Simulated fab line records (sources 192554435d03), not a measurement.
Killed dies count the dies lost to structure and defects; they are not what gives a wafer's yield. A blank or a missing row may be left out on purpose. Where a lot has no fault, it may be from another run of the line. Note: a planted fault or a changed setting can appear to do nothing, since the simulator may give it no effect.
Lot-split experiment / flow n5 finfet / 39 wafers read across 7 lots, on a route 1938 steps long

== SPLIT DETAILS ==
At N5_HKMG_FIN_ETCH_58 (etches SOC in N2/H2, target depth 215.8 nm, time 741 s), the setting bias w was moved away from the recipe's 13 W on 18 of the 39 wafers read, by -18.9% to +17.5%. All remaining wafers had this setting at the recipe value.

The reading is taken at the split's own step.

== THE READING ==
rf vpp V, in V, at N5_HKMG_FIN_ETCH_58 (etches SOC in N2/H2, target depth 215.8 nm, time 741 s). A value of 99.1 V with a standard deviation of 0.93 V is what fault-free wafers of this fab line usually give.

wafer=L077.1; tool, chamber at the split=rie diel-02, 3; bias w as run, W=13; against the recipe=recipe; rf vpp V, V=98.9; against lot-mates on the recipe=-
wafer=L077.2; tool, chamber at the split=rie diel-02, 2; bias w as run, W=13; against the recipe=recipe; rf vpp V, V=99.7; against lot-mates on the recipe=-
wafer=L077.3; tool, chamber at the split=rie diel-02, 1; bias w as run, W=13; against the recipe=recipe; rf vpp V, V=98.6; against lot-mates on the recipe=-
wafer=L077.4; tool, chamber at the split=rie diel-02, 0; bias w as run, W=10.54; against the recipe=-18.9%; rf vpp V, V=85.5; against lot-mates on the recipe=-13.6
wafer=L077.5; tool, chamber at the split=rie diel-02, 3; bias w as run, W=10.54; against the recipe=-18.9%; rf vpp V, V=86.6; against lot-mates on the recipe=-12.5
wafer=L077.6; tool, chamber at the split=rie diel-02, 0; bias w as run, W=10.54; against the recipe=-18.9%; rf vpp V, V=86.4; against lot-mates on the recipe=-12.7
wafer=L079.1; tool, chamber at the split=rie diel-02, 2; bias w as run, W=11.24; against the recipe=-13.5%; rf vpp V, V=90.2; against lot-mates on the recipe=-8.9
wafer=L079.2; tool, chamber at the split=rie diel-02, 1; bias w as run, W=13; against the recipe=recipe; rf vpp V, V=99.3; against lot-mates on the recipe=-
wafer=L079.3; tool, chamber at the split=rie diel-02, 3; bias w as run, W=11.24; against the recipe=-13.5%; rf vpp V, V=90.7; against lot-mates on the recipe=-8.4
wafer=L079.4; tool, chamber at the split=rie diel-02, 0; bias w as run, W=13; against the recipe=recipe; rf vpp V, V=99.9; against lot-mates on the recipe=-
wafer=L079.5; tool, chamber at the split=rie diel-02, 2; bias w as run, W=11.24; against the recipe=-13.5%; rf vpp V, V=90.9; against lot-mates on the recipe=-8.2
wafer=L079.6; tool, chamber at the split=rie diel-02, 1; bias w as run, W=13; against the recipe=recipe; rf vpp V, V=98.2; against lot-mates on the recipe=-
wafer=L081.1; tool, chamber at the split=rie diel-05, 1; bias w as run, W=14.81; against the recipe=+13.9%; rf vpp V, V=105.8; against lot-mates on the recipe=+6.7
wafer=L081.2; tool, chamber at the split=rie diel-05, 2; bias w as run, W=14.81; against the recipe=+13.9%; rf vpp V, V=108.3; against lot-mates on the recipe=+9.2
wafer=L081.3; tool, chamber at the split=rie diel-05, 0; bias w as run, W=14.81; against the recipe=+13.9%; rf vpp V, V=108.2; against lot-mates on the recipe=+9.1
wafer=L081.4; tool, chamber at the split=rie diel-05, 2; bias w as run, W=13; against the recipe=recipe; rf vpp V, V=98.7; against lot-mates on the recipe=-
wafer=L081.5; tool, chamber at the split=rie diel-05, 0; bias w as run, W=13; against the recipe=recipe; rf vpp V, V=100.1; against lot-mates on the recipe=-
wafer=L081.6; tool, chamber at the split=rie diel-05, 1; bias w as run, W=13; against the recipe=recipe; rf vpp V, V=98.6; against lot-mates on the recipe=-
wafer=L086.1; tool, chamber at the split=rie diel-02, 3; bias w as run, W=13; against the recipe=recipe; rf vpp V, V=100.6; against lot-mates on the recipe=-
wafer=L086.2; tool, chamber at the split=rie diel-02, 1; bias w as run, W=14.87; against the recipe=+14.4%; rf vpp V, V=110.0; against lot-mates on the recipe=+9.9
wafer=L086.3; tool, chamber at the split=rie diel-02, 0; bias w as run, W=14.87; against the recipe=+14.4%; rf vpp V, V=107.0; against lot-mates on the recipe=+6.9
wafer=L086.4; tool, chamber at the split=rie diel-02, 2; bias w as run, W=14.87; against the recipe=+14.4%; rf vpp V, V=109.2; against lot-mates on the recipe=+9.1
wafer=L086.5; tool, chamber at the split=rie diel-02, 1; bias w as run, W=13; against the recipe=recipe; rf vpp V, V=99.9; against lot-mates on the recipe=-
wafer=L086.6; tool, chamber at the split=rie diel-02, 2; bias w as run, W=13; against the recipe=recipe; rf vpp V, V=99.7; against lot-mates on the recipe=-
wafer=L089.1; tool, chamber at the split=rie diel-04, 3; bias w as run, W=13; against the recipe=recipe; rf vpp V, V=97.9; against lot-mates on the recipe=-
wafer=L089.2; tool, chamber at the split=rie diel-04, 0; bias w as run, W=14.99; against the recipe=+15.3%; rf vpp V, V=107.7; against lot-mates on the recipe=+9.2
wafer=L089.3; tool, chamber at the split=rie diel-04, 2; bias w as run, W=14.99; against the recipe=+15.3%; rf vpp V, V=107.7; against lot-mates on the recipe=+9.2
wafer=L089.4; tool, chamber at the split=rie diel-04, 1; bias w as run, W=13; against the recipe=recipe; rf vpp V, V=99.7; against lot-mates on the recipe=-
wafer=L089.5; tool, chamber at the split=rie diel-04, 3; bias w as run, W=13; against the recipe=recipe; rf vpp V, V=98.0; against lot-mates on the recipe=-
wafer=L089.6; tool, chamber at the split=rie diel-04, 2; bias w as run, W=14.99; against the recipe=+15.3%; rf vpp V, V=109.0; against lot-mates on the recipe=+10.5
wafer=L091.1; tool, chamber at the split=rie diel-02, 0; bias w as run, W=13; against the recipe=recipe; rf vpp V, V=98.5; against lot-mates on the recipe=-
wafer=L091.2; tool, chamber at the split=rie diel-02, 1; bias w as run, W=13; against the recipe=recipe; rf vpp V, V=99.6; against lot-mates on the recipe=-
wafer=L091.3; tool, chamber at the split=rie diel-02, 2; bias w as run, W=15.28; against the recipe=+17.5%; rf vpp V, V=110.0; against lot-mates on the recipe=+11.2
wafer=L091.4; tool, chamber at the split=rie diel-02, 3; bias w as run, W=13; against the recipe=recipe; rf vpp V, V=98.3; against lot-mates on the recipe=-
wafer=L091.5; tool, chamber at the split=rie diel-02, 0; bias w as run, W=15.28; against the recipe=+17.5%; rf vpp V, V=109.0; against lot-mates on the recipe=+10.2
wafer=L091.6; tool, chamber at the split=rie diel-02, 1; bias w as run, W=15.28; against the recipe=+17.5%; rf vpp V, V=111.8; against lot-mates on the recipe=+13.0
wafer=L092.1; tool, chamber at the split=rie diel-04, 0; bias w as run, W=13; against the recipe=recipe; rf vpp V, V=99.7; against lot-mates on the recipe=-
wafer=L092.2; tool, chamber at the split=rie diel-04, 2; bias w as run, W=13; against the recipe=recipe; rf vpp V, V=98.0; against lot-mates on the recipe=-
wafer=L092.3; tool, chamber at the split=rie diel-04, 1; bias w as run, W=13; against the recipe=recipe; rf vpp V, V=100.2; against lot-mates on the recipe=-

FIT RESULTS
A straight line over all 39 wafers: rf vpp V changes by +0.641 V for each +1% of bias w; r = +0.99; the points scatter about the line by 0.96 V.
The same after taking each lot's own level away (the mean of its wafers on the recipe; 39 wafers): +0.641 V for each +1%; r = +0.99; scatter 0.87 V.
Per that fit: largest bias w move, reading shift of 12 V.
Measured against the standard deviation above, the lots' own levels, which go from 98.53 to 100.07 V, span 1.6 times it.
Consequently the slope shifts little with the lot-to-lot level, the two slopes agreeing.
Check: -12.1 V against its lot-mates is what the line predicts for one of the wafers moved furthest among these (-18.9%) when that wafer is left out of the fit. It came out at -13.6 V against them.
Tool readings at the split's step, against how far the setting was moved: rf vpp V r = +0.99.

== THE OTHER SPLITS THESE WAFERS WENT THROUGH ==
Before the reading, these wafers also passed through other splits. Each is held against what the fit with the lots' levels taken away leaves over:
other split on the same wafers=N5_DUMMY_GATE_HM_DEP_06 time s; wafers away from the commonest value=30; r with rf vpp V (lot level and that fit taken away)=-0.20
other split on the same wafers=N5_DUMMY_GATE_EXPOSE_12 dose mj; wafers away from the commonest value=12; r with rf vpp V (lot level and that fit taken away)=+0.07
other split on the same wafers=N5_DUMMY_GATE_ETCH_32 time s; wafers away from the commonest value=12; r with rf vpp V (lot level and that fit taken away)=-0.09
other split on the same wafers=N5_SD_EPI_P_EPI_21 time s; wafers away from the commonest value=15; r with rf vpp V (lot level and that fit taken away)=-0.21

== THE WHOLE CHAIN: every reading that the file lists as answering this split, in the file's order ==
step=N5_HKMG_FIN_ETCH_58; what it does=etches SOC in N2/H2, target depth 215.8 nm, time 741 s; reading=rf vpp V; change (the file's fit)=+0.639 V for each +1% of the setting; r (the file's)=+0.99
step=N5_HKMG_FIN_ETCH_58; what it does=etches SOC in N2/H2, target depth 215.8 nm, time 741 s; reading=SOC_of_HKMG_FIN_COAT_41.thk nm (the simulator's own value, which no gauge read); change (the file's fit)=-0.945 nm for each +1% of the setting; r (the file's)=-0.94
step=N5_HKMG_FIN_ETCH_58; what it does=etches SOC in N2/H2, target depth 215.8 nm, time 741 s; reading=etch.depth nm (the simulator's own value, which no gauge read); change (the file's fit)=+0.95 nm for each +1% of the setting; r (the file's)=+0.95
step=N5_HKMG_FIN_ETCH_58; what it does=etches SOC in N2/H2, target depth 215.8 nm, time 741 s; reading=HKMG_FIN.feature depth nm (the simulator's own value, which no gauge read); change (the file's fit)=+0.952 nm for each +1% of the setting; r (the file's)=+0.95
step=N5_HKMG_FIN_STRIP_93; what it does=strips SOC in N2/H2, time 20 s; reading=SOC_of_HKMG_FIN_COAT_41.thk nm (the simulator's own value, which no gauge read); change (the file's fit)=-0.948 nm for each +1% of the setting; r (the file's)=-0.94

== THE FILE'S OWN FIT ==
rf vpp V changes by +0.639 V for each +1% of bias w, r = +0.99.
